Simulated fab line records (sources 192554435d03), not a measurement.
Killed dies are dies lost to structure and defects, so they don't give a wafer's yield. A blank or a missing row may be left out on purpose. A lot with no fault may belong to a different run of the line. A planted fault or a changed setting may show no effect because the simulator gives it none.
The same fault as seen by 3 desks / flow n5Finfet / each desk holds nothing but its own numbers, with what lay behind them at the end

== THE DEFECT DESK ==
Inspection counts along the route, by lot: the mean over sampled wafers that carry a number. Marked OUT: a lot whose mean sits more than 4 standard deviations from the usual mean, which makes it out of limits; the brackets give that distance.
Columns: A = rawDefectCount at N5_BEOL_M6_INSPECT_58, usual 71
lot=L995; first seen here=day 9 04:21; A=56
lot=L996; first seen here=day 9 05:56; A=74
lot=L998; first seen here=day 9 17:59; A=50
lot=L100; first seen here=day 10 08:01; A=80
lot=L105; first seen here=day 11 07:47; A=63
lot=L107; first seen here=day 12 08:23; A=101
lot=L113; first seen here=day 14 01:52; A=95
lot=L116; first seen here=day 14 15:44; A=62
lot=L117; first seen here=day 15 07:55; A=52
Result from this desk: across the 9 lots, nothing is out of limits.

== THE TOOL OWNER'S DESK: pecvd-04 ==
The tool's own readings at N5_BEOL_M7_ILD_DEP_00 (deposits SiCOH lowk from DEMS/porogen, target thk 179.75 nm, time 33.4 s): means of the sampled wafers that have a number, for each lot that ran on this tool. Marked OUT: a lot whose mean sits more than 4 standard deviations from the usual mean, which makes it out of limits; the brackets give that distance.
Columns: A = chamberPressureTorr at N5_BEOL_M7_ILD_DEP_00, usual 5.000 Torr; B = heaterPowerOuterW at N5_BEOL_M7_ILD_DEP_00, usual 145 W; C = heaterPowerW at N5_BEOL_M7_ILD_DEP_00, usual 338 W; D = showerheadPlenumPTorr at N5_BEOL_M7_ILD_DEP_00, usual 5.733 Torr; E = throttleValvePct at N5_BEOL_M7_ILD_DEP_00, usual 13.5 %
lot=L996; first seen here=day 9 05:59; A=5.012; B=136; C=334; D=5.742; E=13.2
lot=L998; first seen here=day 9 18:01; A=5.007; B=131; C=319; D=5.714; E=12.8
lot=L100; first seen here=day 10 08:03; A=4.991; B=102; C=281; D=5.722; E=12.7
lot=L105; first seen here=day 11 07:49; A=4.994; B=143; C=342; D=5.725; E=13.0
lot=L107; first seen here=day 12 08:26; A=5.003; B=164; C=373; D=5.725; E=13.1
lot=L116; first seen here=day 14 15:46; A=5.003; B=159; C=364; D=5.739; E=12.9
Result from this desk: across the 6 lots, nothing is out of limits.

== THE METROLOGY DESK ==
Lot by lot, what the gauges showed, no matter which tool ran the lot: averages of those sampled wafers that carry a number. Marked OUT: a lot whose mean sits more than 4 standard deviations from the usual mean, which makes it out of limits; the brackets give that distance. 7 of its 12 readings are shown: the first one out of limits and those lying furthest out on some lot.
Columns: A = DIBL_N at N5_BEOL_M4_RC_MEAS_101, usual 37.0 mV/V; B = DIBL_P at N5_BEOL_M4_RC_MEAS_101, usual 37.3 mV/V; C = IOFF_N at N5_BEOL_M4_RC_MEAS_101, usual 0.17 nA/um; D = IOFF_P at N5_BEOL_M4_RC_MEAS_101, usual 0.23 nA/um; E = SS_P at N5_BEOL_M4_RC_MEAS_101, usual 73.6 mV/dec; F = VT_P at N5_BEOL_M4_RC_MEAS_101, usual -250 mV; G = M7_ILD_THK at N5_BEOL_M7_THK_MEAS_01, usual 155.2 nm
lot=L995; first seen here=day 7 23:18; A=40.4; B=40.4; C=0.25; D=0.31; E=74.9; F=-247; G=157.0
lot=L996; first seen here=day 8 02:19; A=37.9; B=38.6; C=0.20; D=0.24; E=74.9; F=-249; G=156.0
lot=L998; first seen here=day 8 22:55; A=38.3; B=39.3; C=0.20; D=0.22; E=74.0; F=-251; G=153.9
lot=L100; first seen here=day 9 09:13; A=37.1; B=39.1; C=0.20; D=0.28; E=73.0; F=-246; G=153.4
lot=L105; first seen here=day 10 09:41; A=34.5; B=32.9; C=0.12; D=0.19; E=72.6; F=-249; G=125.1 (-13) OUT
lot=L107; first seen here=day 11 08:12; A=36.5; B=37.4; C=0.19; D=0.26; E=73.5; F=-247; G=96.3 (-26) OUT
lot=L113; first seen here=day 12 22:43; A=33.8; B=35.4; C=0.14; D=0.16; E=72.7; F=-256; G=155.7
lot=L116; first seen here=day 13 20:28; A=38.9; B=37.3; C=0.18; D=0.22; E=73.1; F=-254; G=158.1
lot=L117; first seen here=day 14 07:43; A=37.8; B=38.9; C=0.19; D=0.27; E=73.9; F=-247; G=153.8
This desk's result: L105, L107 out of limits, first on L105 (M7_ILD_THK at N5_BEOL_M7_THK_MEAS_01), day 11 08:23. L995, L996, L998, L100, L113, L116, L117 stayed within limits.

== PUT TOGETHER ==
An alarm was possible from the metrology desk at day 11 08:23, on L105, L107.
Nothing the defect desk looked at was out of limits.
The tool owner's desk saw nothing out of limits.
The defect desk has L105, L107 on record, within its limits.
On record at the tool owner's desk: L105, L107, within its limits.
N5_BEOL_M7_ILD_DEP_00 was run on pecvd-04 by each of the lots named.

== WHAT HAD BEEN PUT IN BY THE SIMULATOR ==
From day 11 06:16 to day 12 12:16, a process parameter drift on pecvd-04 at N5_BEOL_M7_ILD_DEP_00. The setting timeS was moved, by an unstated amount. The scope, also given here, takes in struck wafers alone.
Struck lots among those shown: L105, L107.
Hours from the fault's start to each desk's first reading out of limits: the metrology desk, 2.
